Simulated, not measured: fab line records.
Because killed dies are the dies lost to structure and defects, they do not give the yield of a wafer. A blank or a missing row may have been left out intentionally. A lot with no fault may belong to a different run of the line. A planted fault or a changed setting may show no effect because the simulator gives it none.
Chamber matching || flow n5Finfet || N5_BEOL_M8_CURE_75 on uvCure-02 has 3 sister chambers
The step cures SiCOH lowk, time 120 s. 18 wafers are shown with their chamber, then 9 later ones without.

== WAFERS PAIRED WITH THEIR CHAMBERS ==
{"wafer": "L076.1", "chamber": 0, "wafer_temp_C_max": 371.7, "lampPowerPct (%)": 52.37}
{"wafer": "L076.2", "chamber": 0, "wafer_temp_C_max": 372.8, "lampPowerPct (%)": 52.40}
{"wafer": "L076.5", "chamber": 0, "wafer_temp_C_max": 372.5, "lampPowerPct (%)": 52.32}
{"wafer": "L077.1", "chamber": 0, "wafer_temp_C_max": 372.8, "lampPowerPct (%)": 52.25}
{"wafer": "L077.3", "chamber": 0, "wafer_temp_C_max": 373.2, "lampPowerPct (%)": 52.30}
{"wafer": "L077.5", "chamber": 0, "wafer_temp_C_max": 372.6, "lampPowerPct (%)": 52.33}
{"wafer": "L080.1", "chamber": 0, "wafer_temp_C_max": 372.6, "lampPowerPct (%)": 52.33}
{"wafer": "L080.3", "chamber": 0, "wafer_temp_C_max": 373.1, "lampPowerPct (%)": 52.39}
{"wafer": "L080.6", "chamber": 0, "wafer_temp_C_max": 372.7, "lampPowerPct (%)": 52.31}
{"wafer": "L082.2", "chamber": 2, "wafer_temp_C_max": 370.7, "lampPowerPct (%)": 52.30}
{"wafer": "L082.3", "chamber": 2, "wafer_temp_C_max": 370.9, "lampPowerPct (%)": 52.20}
{"wafer": "L082.5", "chamber": 2, "wafer_temp_C_max": 370.9, "lampPowerPct (%)": 52.41}
{"wafer": "L083.1", "chamber": 1, "wafer_temp_C_max": 370.9, "lampPowerPct (%)": 52.35}
{"wafer": "L083.5", "chamber": 1, "wafer_temp_C_max": 371.0, "lampPowerPct (%)": 52.34}
{"wafer": "L083.6", "chamber": 1, "wafer_temp_C_max": 370.8, "lampPowerPct (%)": 52.25}
{"wafer": "L089.1", "chamber": 2, "wafer_temp_C_max": 371.4, "lampPowerPct (%)": 52.29}
{"wafer": "L089.3", "chamber": 2, "wafer_temp_C_max": 371.2, "lampPowerPct (%)": 52.30}
{"wafer": "L089.4", "chamber": 2, "wafer_temp_C_max": 371.4, "lampPowerPct (%)": 52.35}

SIGNATURES (means of the wafers above)
{"reading": "wafer_temp_C_max", "chamber 0": 372.667, "chamber 1": 370.900, "chamber 2": 371.083, "scatter within a chamber": 0.359}
{"reading": "lampPowerPct", "chamber 0": 52.3333, "chamber 1": 52.3133, "chamber 2": 52.3083, "scatter within a chamber": 0.0567}
Rule: a wafer's distance from a chamber is the root of the sum, over the readings, of the square of ((its reading less the chamber's mean) divided by the reading's scatter). If the next closest chamber is less than 2 further off than the closest, the wafer can't be placed; otherwise it belongs to the closest. How the scatter is found: for the shown wafers, subtract from each reading the mean of its chamber, square and add these, divide the total by (wafers less chambers), then take the root.

== WAFERS WHOSE CHAMBER IS MISSING ==
{"wafer": "L090.2", "wafer_temp_C_max": 372.9, "lampPowerPct (%)": 52.30}
{"wafer": "L090.3", "wafer_temp_C_max": 372.9, "lampPowerPct (%)": 52.30}
{"wafer": "L090.4", "wafer_temp_C_max": 372.5, "lampPowerPct (%)": 52.33}
{"wafer": "L094.1", "wafer_temp_C_max": 372.0, "lampPowerPct (%)": 52.35}
{"wafer": "L094.5", "wafer_temp_C_max": 372.6, "lampPowerPct (%)": 52.28}
{"wafer": "L094.6", "wafer_temp_C_max": 373.2, "lampPowerPct (%)": 52.31}
{"wafer": "L097.1", "wafer_temp_C_max": 371.1, "lampPowerPct (%)": 52.36}
{"wafer": "L097.2", "wafer_temp_C_max": 371.7, "lampPowerPct (%)": 52.28}
{"wafer": "L097.3", "wafer_temp_C_max": 371.0, "lampPowerPct (%)": 52.31}

== WHICH CHAMBER EACH WENT THROUGH ==
{"wafer": "L090.2", "from the rows above": 0, "in truth": 0}
{"wafer": "L090.3", "from the rows above": 0, "in truth": 0}
{"wafer": "L090.4", "from the rows above": 0, "in truth": 0}
{"wafer": "L094.1", "from the rows above": "can't be placed: 0 or 2 or 1", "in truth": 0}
{"wafer": "L094.5", "from the rows above": 0, "in truth": 0}
{"wafer": "L094.6", "from the rows above": 0, "in truth": 0}
{"wafer": "L097.1", "from the rows above": "can't be placed: 2 or 1", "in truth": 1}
{"wafer": "L097.2", "from the rows above": "can't be placed: 2 or 1 or 0", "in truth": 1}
{"wafer": "L097.3", "from the rows above": "can't be placed: 2 or 1", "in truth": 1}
5 of 9 placed correctly. Not placeable from these rows: 4 (in 4, the candidates include the true chamber). Number placed wrongly: 0.
